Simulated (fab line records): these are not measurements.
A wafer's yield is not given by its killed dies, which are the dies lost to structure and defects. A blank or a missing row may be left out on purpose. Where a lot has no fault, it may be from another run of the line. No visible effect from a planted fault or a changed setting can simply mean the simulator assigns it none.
fab line records | flow n5Finfet
record: lots: 4 | wafers: 12 | lastDay: 19
route steps=1938 shown BEOL_M14@1731 PASSIVATION@1936
lots untouched by any fault: they come from a run of this same line in which no faults occurred
startH: hours from the record's opening day to when the first of the lot's shown wafers began | waitH: hours elapsed since this lot's preceding step | " the same as in the row above | L1.1+2: a row that stands for several wafers | - no value, or no start given | * or withheld: withheld | < > ~ a bound
route shown NAME@n: a module of which the file shows steps, and the number in the route of the first | usual: the fault-free wafers' mean and standard deviation | same: alike in all rows | chamber/n: place in a boat | sites: readings site by site | _std_site: how widely they spread, as a standard deviation | _edge_site: inner sites' mean taken away from outer sites' mean | radiusMm: how far each site lies from the wafer's centre | mask NAME#n: copy n | behind: the tool/chamber that last shaped the wafer | hold: why the lot was held/for how many hours/how that ended | device: the n, p or np transistor that did not switch | end of line: tests of these same wafers at the route's end | a step with no rows: only its recipe | killed: at the first sort, the dies lost to defects and structure; wafer yield is something else | map: a wafer's dies, x killed, . not, _ none there
set.NAME: the run value of the setting; set.NAME@STEP: its run value at that earlier step | model.NAME: the simulator's own value behind a step, which no gauge read
a table for each step, a row for each wafer; lots at some steps of the route
services: when a tool's chamber went out of use (startH, in hours from the record's first day, below 0 if earlier), for how many hours, and the reason
== steps ==
step: N5_BEOL_M14_VIA_ETCH_16
recipe: chemistry: C4F8/O2/Ar | target: SiO2 | heInnerTorr: 15 | heOuterTorr: 30 | targetDepthA: 12313 | timeS: withheld | ionEnergyEv: 800 | pressureMtorr: 20 | sourceW: 1905 | biasW: 2040 | Ar_flow_sccm: 400 | C4F8_flow_sccm: 16 | O2_flow_sccm: 12 | ends: cleared
step: N5_BEOL_M14_STRIP_63
recipe: chemistry: O2 | powerW: 600 | tempC: 60 | pressureMtorr: 30 | rfFrequencyHz: 6e+07 | biasPowerW: 0 | overashFraction: 0.3 | o2FlowSccm: 225
step: N5_BEOL_M14_STRIP_64
recipe: chemistry: O2 | powerW: 600 | tempC: 60 | pressureMtorr: 30 | rfFrequencyHz: 6e+07 | biasPowerW: 0 | overashFraction: 0.3 | o2FlowSccm: 225
step: N5_BEOL_M14_STRIP_71
recipe: chemistry: postEtchResidueRemover | timeS: 60 | tempC: 25 | removerPh: withheld | removerWaterWtPct: withheld | removerFluorideWtPct: withheld
step: N5_BEOL_M14_SRD_72
recipe: timeS: 30 | tempC: 23 | rinseLiquid: diw | dry: n2Spin | spinRpm: 1500 | dryTimeS: 30
step: N5_BEOL_M14_COAT_65
recipe: resist: SOC | tempC: 250 | timeS: 60 | spinRpm: 1500 | resistThkNm: 450
step: N5_BEOL_M14_COAT_66
recipe: resist: SiARC | tempC: 220 | timeS: 60 | spinRpm: 1500 | resistThkNm: 110
step: N5_BEOL_M14_COAT_22
recipe: spinRpm: 2888 | resistThkNm: 300
step: N5_BEOL_M14_EBR_24
recipe: solvent: PGMEA | ebrWidthMm: 1.5
step: N5_BEOL_M14_SOFTBAKE_23
recipe: tempC: 130 | timeS: 60
step: N5_BEOL_M14_EXPOSE_25
recipe: maskId: M14 | na: 0.8 | sourceShape: annular | sigmaInner: 0.5 | sigmaOuter: 0.8 | polarization: unpolarized | targetCdNm: 280 | doseMj: 26.6
step: N5_BEOL_M14_PEB_26
recipe: pebTempC: 130 | pebTimeS: 90
usual: heaterPowerTotalW: 172.5/0.72 | plateTempC: 130.00/0.14 | resistLineTempC: 22.98/0.11
lot.wafer | tool          | chamber | startH | waitH | heaterPowerTotalW | plateTempC | resistLineTempC
L518.1    | lithoTrack-04 | 0       | 305.98 | 0.1   | 172.9             | 130.09     | 22.96
L518.4    | "             | 0       | "      | "     | 172.7             | 129.97     | 22.88
L518.5    | "             | 0       | "      | "     | 173.3             | 130.10     | 22.85
L525.1    | lithoTrack-04 | 0       | 350.37 | 0.1   | 178.2             | 133.70     | 22.99
L525.3    | "             | 0       | "      | "     | 179.3             | 133.56     | 23.01
L525.6    | "             | 0       | "      | "     | 177.7             | 133.61     | 22.94
L522.2    | lithoTrack-04 | 0       | 351.22 | 0.0   | 178.6             | 133.71     | 22.90
L522.5    | "             | 0       | "      | "     | 179.1             | 133.79     | 23.05
L522.6    | "             | 0       | "      | "     | 178.5             | 133.86     | 23.07
L535.3    | lithoTrack-05 | 0       | 420.39 | 0.0   | 173.2             | 129.89     | 23.02
L535.5    | "             | 0       | "      | "     | 172.5             | 130.05     | 23.11
L535.6    | "             | 0       | "      | "     | 171.9             | 129.78     | 23.11
step: N5_BEOL_M14_DEVELOP_27
recipe: developTimeS: 45 | rinseLiquid: diw | dry: airSpin | devTempC: 21
step: N5_BEOL_M14_HARDBAKE_32
recipe: tempC: 130 | timeS: 120
step: N5_BEOL_M14_CD_MEAS_28
recipe: targetCdNm: 284.4 | landingEnergyEv: 500 | detector: seInlens
usual: cdNm: 284.2/2.4
lot.wafer | tool     | chamber | startH | waitH | cdNm
L518.1    | cdSem-02 | 0       | 306.10 | -     | 280.4
L518.4    | "        | 0       | "      | "     | 283.8
L518.5    | "        | 0       | "      | "     | 280.0
L525.1    | cdSem-03 | 0       | 350.49 | -     | 297.1
L525.3    | "        | 0       | "      | "     | 298.9
L525.6    | "        | 0       | "      | "     | 300.3
L522.2    | cdSem-02 | 0       | 351.33 | -     | 294.5
L522.5    | "        | 0       | "      | "     | 299.3
L522.6    | "        | 0       | "      | "     | 295.0
L535.3    | cdSem-03 | 0       | 420.51 | -     | 284.0
L535.5    | "        | 0       | "      | "     | 286.9
L535.6    | "        | 0       | "      | "     | 284.1
step: N5_BEOL_M14_DESCUM_33
recipe: chemistry: O2 | timeS: 7.9 | sourcePowerW: 50 | biasPowerW: 20 | pressureMtorr: 20 | rfFrequencyHz: 2.712e+07 | tempC: 40 | o2FlowSccm: 225
usual: drypumpMotorCurrentA: 5.7/0.41 | oesProductAu: 0.82/0.084 | rfVppV: 243.5/1.3 | showerheadPlenumPTorr: 2.12/0.071 | throttleValvePct: 20.48/0.21
lot.wafer | tool       | chamber | startH | waitH | drypumpMotorCurrentA | oesProductAu | rfHoursCounterH | rfVppV | showerheadPlenumPTorr | throttleValvePct | model.BEOL_M14.cdNm
L518.1    | rieDiel-03 | 3       | 306.49 | 0.3   | 5.9                  | 0.86         | 54              | 242.5  | 2.12                  | 20.58            | 280
L518.4    | "          | 0       | "      | "     | 5.5                  | 0.68         | 224             | 243.5  | 2.08                  | 20.77            | 284.2
L518.5    | "          | 0       | "      | "     | 5.5                  | 0.69         | -               | 242.3  | 2.07                  | 20.77            | 279.8
L525.1    | rieDiel-02 | 2       | 350.58 | 0.0   | 5.5                  | 0.76         | 156             | 244.6  | 2.17                  | 20.44            | 297.2
L525.3    | "          | 0       | "      | "     | 6.3                  | 0.81         | 108             | 245.6  | 2.22                  | 20.57            | 298.8
L525.6    | "          | 2       | "      | "     | 5.5                  | 0.75         | -               | 243.8  | 2.17                  | 20.44            | 300.2
L522.2    | rieDiel-05 | 1       | 351.44 | 0.1   | 5.9                  | 0.77         | 114             | 243.1  | 2.00                  | 20.33            | 294.4
L522.5    | "          | 1       | "      | "     | 5.9                  | 0.78         | -               | 242.4  | 2.00                  | 20.35            | 299.4
L522.6    | "          | 2       | "      | "     | 6.6                  | 0.79         | -               | 242.9  | 2.04                  | 20.77            | 295.4
L535.3    | rieDiel-05 | 2       | 420.60 | 0.0   | 6.6                  | 0.77         | 132             | 241.0  | 2.03                  | 20.81            | 284.2
L535.5    | "          | 3       | "      | "     | 5.4                  | 0.91         | -               | 245.1  | 2.15                  | 20.41            | 286.4
L535.6    | "          | 0       | "      | "     | 5.7                  | 0.93         | -               | 244.9  | 2.13                  | 20.18            | 284.2
step: N5_BEOL_M14_ETCH_67
recipe: chemistry: CF4 | target: SiARC | targetDepthA: 1430 | timeS: 238.3 | ionEnergyEv: 80 | pressureMtorr: 40 | sourceW: 545 | biasW: 36 | Ar_flow_sccm: 100 | cf4FlowSccm: 100 | ends: cleared
step: N5_BEOL_M14_ETCH_68
recipe: chemistry: N2/H2 | target: SOC | maskMaterial: SiARC | sourceW: 3000 | biasW: 350 | tempC: 40 | timeS: 450 | ionEnergyEv: 200 | pressureMtorr: 30 | n2FlowSccm: 200 | h2FlowSccm: 200
step: N5_BEOL_M14_STRIP_69
recipe: chemistry: N2/H2 | tempC: 40 | n2FlowSccm: 200 | h2FlowSccm: 200 | rfFrequencyHz: 6e+07
step: N5_BEOL_M14_TRENCH_ETCH_34
recipe: chemistry: C4F8/O2/Ar | target: SiO2 | targetDepthA: 5566.5 | maskMaterial: SOC | heInnerTorr: 15 | heOuterTorr: 30 | timeS: 126.9 | ionEnergyEv: 800 | pressureMtorr: 20 | sourceW: 1905 | biasW: 2040 | Ar_flow_sccm: 400 | C4F8_flow_sccm: 16 | O2_flow_sccm: 12
step: N5_BEOL_M14_STRIP_70
recipe: chemistry: C4F8/O2/Ar | resist: SiARC | rfFrequencyHz: 6e+07
step: N5_BEOL_M14_STRIP_37
recipe: chemistry: O2 | powerW: 600 | tempC: 60 | pressureMtorr: 30 | rfFrequencyHz: 6e+07 | biasPowerW: 0 | overashFraction: 0.3 | o2FlowSccm: 225
step: N5_BEOL_M14_ETCH_38
recipe: chemistry: CF4/N2 | target: SiCN | targetDepthA: 1065 | taperDeg: 2 | timeS: 120.6 | ionEnergyEv: 150 | maskMaterial: SiO2 | pressureMtorr: 40 | sourceW: 430 | biasW: 70 | Ar_flow_sccm: 100 | cf4FlowSccm: 60 | n2FlowSccm: 60
usual: drypumpMotorCurrentA: 5.7/0.42 | oesProductAu: 0.81/0.075 | rfVppV: 383.0/1.8 | showerheadPlenumPTorr: 2.23/0.067 | throttleValvePct: 15.43/0.18
lot.wafer | tool       | chamber | startH | waitH | drypumpMotorCurrentA | oesProductAu | rfHoursCounterH | rfVppV | showerheadPlenumPTorr | throttleValvePct | model.BEOL_M14.cdNm
L518.1    | rieDiel-05 | 2       | -      | -     | 6.6                  | 0.81         | 93              | 382.2  | 2.14                  | 15.57            | 274.6
L518.4    | "          | 3       | "      | "     | 5.4                  | 0.66         | 250             | 384.1  | 2.28                  | 15.86            | 280
L518.5    | "          | 0       | "      | "     | 5.6                  | 0.70         | -               | 383.2  | 2.25                  | 15.53            | 275.2
L525.1    | rieDiel-02 | 3       | -      | -     | 5.6                  | 0.95         | 6               | 386.8  | 2.34                  | 15.28            | 294.2
L525.3    | "          | 1       | "      | "     | 5.4                  | 0.81         | 112             | 382.3  | 2.22                  | 15.24            | 294
L525.6    | "          | 3       | "      | "     | 5.6                  | 0.96         | -               | 384.7  | 2.34                  | 15.29            | 297
L522.2    | rieDiel-03 | 3       | -      | -     | 5.9                  | 0.81         | 69              | 384.3  | 2.24                  | 15.57            | 290.4
L522.5    | "          | 3       | "      | "     | 5.9                  | 0.82         | -               | 384.4  | 2.24                  | 15.55            | 296.8
L522.6    | "          | 0       | "      | "     | 5.5                  | 0.66         | -               | 381.3  | 2.17                  | 15.74            | 292.2
L535.3    | rieDiel-05 | 2       | -      | -     | 6.6                  | 0.76         | 133             | 380.9  | 2.12                  | 15.65            | 282.4
L535.5    | "          | 3       | "      | "     | 5.4                  | 0.88         | -               | 383.5  | 2.27                  | 15.42            | 284
L535.6    | "          | 2       | "      | "     | 6.6                  | 0.76         | -               | 379.8  | 2.12                  | 15.66            | 279.8
step: N5_BEOL_M14_PRECLEAN_39
recipe: chemistry: residueRemover | timeS: 60 | tempC: 40
step: N5_PASSIVATION_PROBE_49
usual: defectLimitedYield: 91.0/1.4 | killed_at_M0_to_M3: 34/10 | killed_at_M4_up: 15/5.5 | killedAtContacts: 12/6.1 | killedAtFrontEnd: 41/12 | killedAtOther: 4/3.4 | killedDies: 106/17 | killedOnRim: 14/4 | killedOpen: 70/13 | killedShort: 34/7.4 | sort_bin_4_leakage: 0.01/0.065 | sort_bin_5_function: 5.3/1 | sort_bin_6_memory: 3.4/0.69 | sortNPass: 1073/17 | sortYieldPct: 91.0/1.4
same: grossDies: 1180 | killedAtBackSide: 0 | sort_bin_8_speed[%]: 0
lot.wafer | tool      | chamber | startH | waitH | defectLimitedYield[%] | killed_at_M0_to_M3 | killed_at_M4_up | killedAtContacts | killedAtFrontEnd | killedAtOther | killedDies | killedOnRim | killedOpen | killedShort | sort_bin_4_leakage[%] | sort_bin_5_function[%] | sort_bin_6_memory[%] | sortNPass | sortYieldPct[%]
L518.1    | prober-01 | -       | 333.91 | 0.0   | 91.9                  | 29                 | 16              | 11               | 34               | 6             | 96         | 8           | 60         | 36          | 0                     | 4.7                    | 3.3                  | 1084      | 91.9
L518.4    | prober-01 | -       | 334.06 | 0.2   | 90.3                  | 31                 | 14              | 7                | 59               | 3             | 114        | 17          | 68         | 45          | 0                     | 5.6                    | 3.7                  | 1066      | 90.3
L518.5    | prober-01 | -       | 334.11 | 0.2   | 90.5                  | 33                 | 14              | 10               | 53               | 2             | 112        | 16          | 80         | 32          | 0                     | 5.3                    | 3.9                  | 1068      | 90.5
L525.1    | prober-01 | -       | 379.96 | 0.0   | 92.2                  | 40                 | 7               | 4                | 39               | 2             | 92         | 14          | 62         | 30          | 0                     | 4.1                    | 3.4                  | 1088      | 92.2
L525.3    | prober-01 | -       | 380.06 | 0.1   | 89.6                  | 52                 | 10              | 4                | 53               | 4             | 123        | 19          | 76         | 47          | 0                     | 6.2                    | 4.0                  | 1057      | 89.6
L525.6    | prober-01 | -       | 380.21 | 0.3   | 89.2                  | 47                 | 15              | 2                | 60               | 3             | 127        | 17          | 81         | 45          | 0                     | 7.0                    | 3.3                  | 1053      | 89.2
L522.2    | prober-01 | -       | 383.94 | 0.1   | 91.1                  | 34                 | 20              | 9                | 28               | 14            | 105        | 14          | 72         | 32          | 0                     | 5.2                    | 3.5                  | 1075      | 91.1
L522.5    | prober-01 | -       | 384.09 | 0.2   | 92.5                  | 24                 | 14              | 13               | 33               | 5             | 89         | 12          | 61         | 25          | 0                     | 4.2                    | 2.8                  | 1091      | 92.5
L522.6    | prober-01 | -       | 384.14 | 0.3   | 90.1                  | 42                 | 16              | 12               | 42               | 5             | 117        | 11          | 72         | 42          | 0                     | 5.2                    | 4.2                  | 1063      | 90.1
L535.3    | prober-01 | -       | 448.26 | 0.1   | 93.5                  | 20                 | 14              | 14               | 27               | 2             | 77         | 17          | 45         | 30          | 0                     | 4.2                    | 2.0                  | 1103      | 93.5
L535.5    | prober-01 | -       | 448.36 | 0.2   | 90.8                  | 29                 | 15              | 34               | 27               | 3             | 108        | 17          | 75         | 30          | 0                     | 4.9                    | 3.9                  | 1072      | 90.8
L535.6    | prober-01 | -       | 448.41 | 0.3   | 92.1                  | 23                 | 13              | 14               | 35               | 8             | 93         | 13          | 48         | 44          | 0.08                  | 4.5                    | 3.0                  | 1086      | 92.0
killed by level:class
L518.1 MOL_CONTACT_COAG:geometricParticle:open=9 BEOL_M0_SAQP:geometricParticle:short=8 BEOL_M4:geometricParticle:open=8 DUMMY_GATE:geometricParticle:open=5 BEOL_M0_SAQP:geometricParticle:open=5 BEOL_M1:geometricParticle:open=5 FIN_SAQP:geometricParticle:short=4 FIN_SAQP:geometricParticle:open=4
L518.4 STI_FIN_REVEAL:geometricParticle:open=15 FIN_SAQP:geometricParticle:open=10 BEOL_M4:geometricParticle:open=10 BEOL_M0_SAQP:geometricParticle:short=9 FIN_SAQP:geometricParticle:short=7 BEOL_M3:geometricParticle:open=6 BEOL_M0_SAQP:geometricParticle:open=5 DUMMY_GATE:geometricParticle:open=5
L518.5 STI_FIN_REVEAL:geometricParticle:open=19 BEOL_M0_SAQP:geometricParticle:open=9 STI_FIN_REVEAL:geometricParticle:short=8 MOL_CONTACT_COAG:geometricParticle:open=8 BEOL_M3:geometricParticle:open=8 BEOL_M4:geometricParticle:open=8 FIN_SAQP:geometricParticle:open=5 BEOL_M0_SAQP:geometricParticle:short=5
L525.1 STI_FIN_REVEAL:geometricParticle:open=13 BEOL_M0_SAQP:geometricParticle:short=10 BEOL_M0_SAQP:geometricParticle:open=9 FIN_SAQP:geometricParticle:open=7 BEOL_M2:geometricParticle:open=7 BEOL_M1:geometricParticle:open=5 FIN_SAQP:geometricParticle:short=4 FIN_CUT:geometricParticle:open=2
L525.3 FIN_SAQP:geometricParticle:short=16 FIN_SAQP:geometricParticle:open=13 BEOL_M2:geometricParticle:open=13 BEOL_M0_SAQP:geometricParticle:short=10 BEOL_M3:geometricParticle:open=9 BEOL_M0_SAQP:geometricParticle:open=8 BEOL_M1:geometricParticle:open=7 STI_FIN_REVEAL:geometricParticle:open=5
L525.6 FIN_SAQP:geometricParticle:short=17 FIN_SAQP:geometricParticle:open=16 BEOL_M0_SAQP:geometricParticle:short=13 BEOL_M0_SAQP:geometricParticle:open=12 STI_FIN_REVEAL:geometricParticle:open=9 BEOL_M1:geometricParticle:open=7 BEOL_M2:geometricParticle:open=6 BEOL_M4:geometricParticle:open=6
L522.2 BEOL_M0_SAQP:geometricParticle:short=10 BEOL_M0_SAQP:geometricParticle:open=10 BEOL_M4:geometricParticle:open=10 MOL_CONTACT_COAG:geometricParticle:open=9 BEOL_M0:geometricParticle:open=6 BEOL_M2:geometricParticle:open=6 STI_FIN_REVEAL:geometricParticle:open=5 FIN_SAQP:geometricParticle:short=4
L522.5 MOL_CONTACT_COAG:geometricParticle:open=10 STI_FIN_REVEAL:geometricParticle:open=7 ILD0:geometricParticle:open=7 BEOL_M0_SAQP:geometricParticle:short=6 BEOL_M4:geometricParticle:open=6 STARTING-WAFER:geometricParticle:open=6 BEOL_M2:geometricParticle:open=5 BEOL_M0_SAQP:geometricParticle:open=4
L522.6 STI_FIN_REVEAL:geometricParticle:open=13 BEOL_M0_SAQP:geometricParticle:open=12 BEOL_M0_SAQP:geometricParticle:short=11 FIN_SAQP:geometricParticle:open=8 MOL_CONTACT_COAG:geometricParticle:open=8 FIN_SAQP:geometricParticle:short=7 BEOL_M2:geometricParticle:open=5 BEOL_M4:geometricParticle:open=5
L535.3 MOL_CONTACT_COAG:geometricParticle:open=9 FIN_SAQP:geometricParticle:short=8 BEOL_M0_SAQP:geometricParticle:open=8 MOL_CONTACT_COAG:geometricParticle:short=5 FIN_SAQP:geometricParticle:open=4 STI_FIN_REVEAL:geometricParticle:open=3 BEOL_M0_SAQP:geometricParticle:short=3 STARTING-WAFER:geometricParticle:short=3
L535.5 MOL_CONTACT_COAG:geometricParticle:open=25 FIN_SAQP:geometricParticle:open=8 MOL_CONTACT_COAG:geometricParticle:short=8 BEOL_M1:geometricParticle:open=8 STI_FIN_REVEAL:geometricParticle:open=5 BEOL_M0_SAQP:geometricParticle:open=4 BEOL_M0_SAQP:geometricParticle:short=4 BEOL_M3:geometricParticle:open=4
L535.6 FIN_SAQP:geometricParticle:open=9 MOL_CONTACT_COAG:geometricParticle:open=9 BEOL_M0_SAQP:geometricParticle:short=9 FIN_SAQP:geometricParticle:short=6 MOL_CONTACT_COAG:geometricParticle:short=5 BEOL_M1:geometricParticle:open=5 PAD_METAL:geometricParticle:short=5 BEOL_M0_SAQP:geometricParticle:open=4
== services ==
tool       | chamber | startH | hours | kind
rieDiel-05 | 3       | 293.58 | 5.8   | repair
rieDiel-03 | -       | 299.69 | 0.3   | repair
rieDiel-05 | 3       | 316.44 | -     | clean
rieDiel-05 | 3       | 316.44 | -     | consumableReplace:focusRing
rieDiel-05 | 3       | 316.44 | 19.1  | scheduledDown
rieDiel-05 | 3       | 316.44 | 19.1  | ventCycle
rieDiel-02 | 3       | 318.66 | -     | clean
rieDiel-02 | 3       | 318.66 | -     | consumableReplace:focusRing
rieDiel-02 | 3       | 318.66 | -     | consumableReplace:showerhead
rieDiel-02 | 3       | 318.66 | 21.9  | scheduledDown
rieDiel-02 | 3       | 318.66 | 21.9  | ventCycle
rieDiel-05 | 0       | 335.62 | -     | clean
rieDiel-05 | 0       | 335.62 | -     | consumableReplace:focusRing
rieDiel-05 | 0       | 335.62 | 25.1  | scheduledDown
rieDiel-05 | 0       | 335.62 | 25.1  | ventCycle
rieDiel-02 | 2       | 340.01 | 10.3  | repair
rieDiel-05 | 3       | 359.97 | 5.1   | repair
rieDiel-03 | 0       | 385.85 | -     | clean
rieDiel-03 | 0       | 385.85 | -     | consumableReplace:focusRing
rieDiel-03 | 0       | 385.85 | 22.0  | scheduledDown
rieDiel-03 | 0       | 385.85 | 22.0  | ventCycle
== key ==
firstSign: step: N5_BEOL_M14_PEB_26 | reading: plateTempC | direction: up | sigmas: 26 | usual: * | struck: *
effect: step: N5_BEOL_M14_PEB_26 | reading: heaterPowerTotalW | direction: up | sigmas: 8.5 | usual: * | struck: *
effect: step: N5_BEOL_M14_CD_MEAS_28 | reading: cdNm | direction: up | sigmas: 5.4 | usual: 284.2 | struck: 297.5
modelEffect: step: N5_BEOL_M14_DESCUM_33 | value: BEOL_M14.cdNm | without: 282.6 | struck: 297.6
modelEffect: step: N5_BEOL_M14_ETCH_38 | value: BEOL_M14.cdNm | without: 279.1 | struck: 294.1
metAt N5_BEOL_M14_PEB_26
struckWafers L522.2,L522.5,L522.6,L525.1,L525.3,L525.6
onsetBetween 305.98 350.37
fault: kind: processParameterDrift | tool: lithoTrack-04 | chamber: - | onsetH: 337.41 | steps: N5_BEOL_M14_PEB_26 | channel: pebTempC | offset: * | shape: step | endH: 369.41 | actsIn: * | stated: *
